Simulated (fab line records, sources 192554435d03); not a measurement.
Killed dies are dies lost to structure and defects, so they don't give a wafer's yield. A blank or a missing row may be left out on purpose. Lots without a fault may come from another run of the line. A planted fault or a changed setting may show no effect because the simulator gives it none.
A struck lot beside a sound one | flow n5_finfet | 38 steps out of a route of 1938
Sound: wafers L834.3, L834.4, L834.6. Struck: wafers L823.3, L823.6. (L823.5 of the same lot was not struck and is left out.) The cause comes at the end.
At each step with rows: each side's tool, then ch and its chambers, then its first start. Under that, the readings that differ: sound wafers | struck wafers | difference of the means | sigmas: that difference in standard deviations of wafers without a fault.
alike: readings whose means differ by less than 2 such deviations, and words and numbers that are the same on both sides. not compared: withheld readings, readings that some wafer has no value for, bounds like >300 that may hide the same value, and numbers for which the record gives no deviation and whose values overlap.
The two part at a step that has a row with sigmas, a row that says differs or no value, or rows on one side only. Numbers that don't overlap but have no deviation are shown without sigmas and don't part them. A reading that every wafer of one side lacks parts them only if that side has two wafers or more.

first, 9 steps without rows for these wafers: N5_BEOL_M7_DESCUM_33 (chemistry O2, time 7 s); N5_BEOL_M7_ETCH_72 (etches underlayer in N2/H2, target depth 6.5 nm, time 5.2 s); N5_BEOL_M7_ETCH_65 (etches SiARC in CF4, target depth 15.6 nm, time 26 s); N5_BEOL_M7_ETCH_66 (etches SOC in N2/H2, target depth 80 nm, overetch 16 nm, time 120 s); N5_BEOL_M7_STRIP_69 (strips in N2/H2); N5_BEOL_M7_STRIP_73 (strips in N2/H2); N5_BEOL_M7_VIA_ETCH_34 (etches SiCOH lowk in C4F6/O2, target depth 125.5 nm, time 50.5 s); N5_BEOL_M7_STRIP_76 (strips in C4F6/O2); N5_BEOL_M7_STRIP_36 (strips in N2/H2).
N5_BEOL_M7_TRENCH_ETCH_37: etches SiCOH lowk in C4F6/O2, target depth 93.478 nm, time 31.2 s.
  sound on rie_diel-04 ch 0,1,2, day 14 21:58; struck on rie_diel-01 ch 0,1, day 12 02:13
  reading                             | sound             | struck      | difference | sigmas
  model.etch.depth_nm (nm)            | 96.03 94.26 95.57 | 77.93 76.17 | -18.24     |
  model.BEOL_M7.feature_depth_nm (nm) | 96 94.2 95.6      | 78 76.2     | -18        |
  alike: bias_w, drypump_motor_current_A, oes_product_au, rf_vpp_V, showerhead_plenum_p_Torr, throttle_valve_pct
  not compared: rf_hours_counter_h, model.TiN_of_BEOL_M7_HM_DEP_02.thk_nm
then, 2 steps without rows for these wafers: N5_BEOL_M7_ETCH_41 (etches SiCN in CH3F/O2, target depth 31.9 nm, time 57.8 s); N5_BEOL_M7_STRIP_80 (strips in N2/H2, time 10 s).
N5_BEOL_M7_OCD_MEAS_38:
  sound on ocd-02, day 14 22:07; struck on ocd-02, day 12 02:23
  reading              | sound          | struck    | difference | sigmas
  trench_depth_nm (nm) | 96.1 94.4 95.6 | 77.5 76.4 | -18.4      | -9
then, 13 steps without rows for these wafers: N5_BEOL_M7_HM_STRIP_39 (strips TiN in peroxide tin strip, target depth 25 nm, time 158 s); N5_BEOL_M7_SRD_40 (time 30 s); N5_BEOL_M7_PRECLEAN_42 (cleans in residue remover, time 60 s); N5_BEOL_M7_SRD_43 (time 30 s); N5_BEOL_M7_CURE_75 (cures SiCOH lowk, time 120 s); N5_BEOL_M7_DEGAS_44 (time 60 s); N5_BEOL_M7_PRE_CLEAN_45 (time 30 s); N5_BEOL_M7_ALD_77 (deposits TaN, target thk 2 nm, pulse time 2 s, purge time 3 s); N5_BEOL_M7_SURFACE_TREAT_79; N5_BEOL_M7_CVD_78 (deposits Co from CCTBA/H2, target thk 2 nm, time 142.3 s); N5_BEOL_M7_SPUTTER_48 (material Cu, target thk 10 nm, time 1.667 s); N5_BEOL_M7_ECD_50 (material Cu, target thk 300 nm); N5_BEOL_M7_ANNEAL_51 (time 90 s).
N5_BEOL_M7_CMP_52: polishes, stops on SiCOH lowk, t overpolish 6.9 s, target thk 80 nm.
  sound on cmp-01 ch 1,2,3, day 15 00:38; struck on cmp-01 ch 3, day 12 05:46
  reading                                | sound          | struck    | difference | sigmas
  model.Cu_of_BEOL_M7_ECD_50.thk_nm (nm) | 82.8 79.6 80.2 | 63.8 62.6 | -17.7      |
  alike: barrier_field_endpoint_s, clearing_platen_down_force_psi, motor_current_A, overpolish_run_s, time_to_endpoint_s
  not compared: pad_life_wafers
N5_BEOL_M7_THK_MEAS_53: measures by xrf.
  sound on film_metro-01, day 15 00:56; struck on film_metro-02, day 12 06:04
  reading     | sound          | struck    | difference | sigmas
  M7_THK (nm) | 82.7 79.4 80.1 | 62.9 61.8 | -18.4      | -8
then, 2 steps without rows for these wafers: N5_BEOL_M7_PRE_CLEAN_55 (time 15 s); N5_BEOL_M7_DEP_56 (deposits SiCN from 3MS/NH3, target thk 10 nm, time 17.5 s).
N5_BEOL_M7_RS_MEAS_57: measures by four-point-probe.
  sound on film_metro-01, day 15 01:04; struck on film_metro-01, day 12 06:11
  reading        | sound             | struck      | difference | sigmas
  M7_RS (ohm/sq) | 0.274 0.287 0.285 | 0.375 0.383 | +0.097     | +10
then, 5 steps without rows for these wafers: N5_BEOL_M8_ILD_DEP_00 (deposits SiCOH lowk from DEMS/porogen, target thk 179.75 nm, time 33.4 s); N5_BEOL_M8_CURE_74 (cures SiCOH lowk, time 240 s); N5_BEOL_M8_PECVD_70 (deposits SiO2 from TEOS/O2, target thk 20 nm, time 22.7 s); N5_BEOL_M8_HM_DEP_02 (deposits TiN, target thk 20 nm); N5_BEOL_M8_COAT_59 (time 60 s, resist thk 100 nm).
-- the record jumps here: 2 days lie between the struck wafers' starts before and after (it left off in module BEOL_M8 and takes up again in module BEOL_M15, whose first step shown is number 1830 of the route) --
N5_BEOL_M15_RC_MEAS_101:
  sound on prober-02 ch 0, day 17 06:48; struck on prober-02 ch 0, day 14 16:14
  reading                   | sound                 | struck        | difference | sigmas
  COMB_M9 (S/m)             | 2e-11 1.4e-11 2.3e-11 | 1.1e-11 1e-11 | -8.5e-12   | -3
  SERP_M7 (ohm/um)          | 13.0 13.6 13.2        | 17.5 18.1     | +4.5       | +7
  SERP_M7_max_site (ohm/um) | 14.0 14.1 13.5        | 18.4 18.7     | +4.7       | +7
  alike: COMB_M10, COMB_M11, COMB_M12, COMB_M13, COMB_M14, COMB_M15, COMB_M5, COMB_M6, COMB_M8, SERP_M10, SERP_M11, SERP_M12, SERP_M13, SERP_M14, SERP_M5, SERP_M6, SERP_M8, SERP_M9
N5_PASSIVATION_PROBE_49:
  the record has rows for the struck wafers here (prober-02, day 15 07:07) and none for the sound ones

WHERE THEY PART
First at N5_BEOL_M7_OCD_MEAS_38; last, within this record, at N5_PASSIVATION_PROBE_49.

WHY: what the simulator had put in
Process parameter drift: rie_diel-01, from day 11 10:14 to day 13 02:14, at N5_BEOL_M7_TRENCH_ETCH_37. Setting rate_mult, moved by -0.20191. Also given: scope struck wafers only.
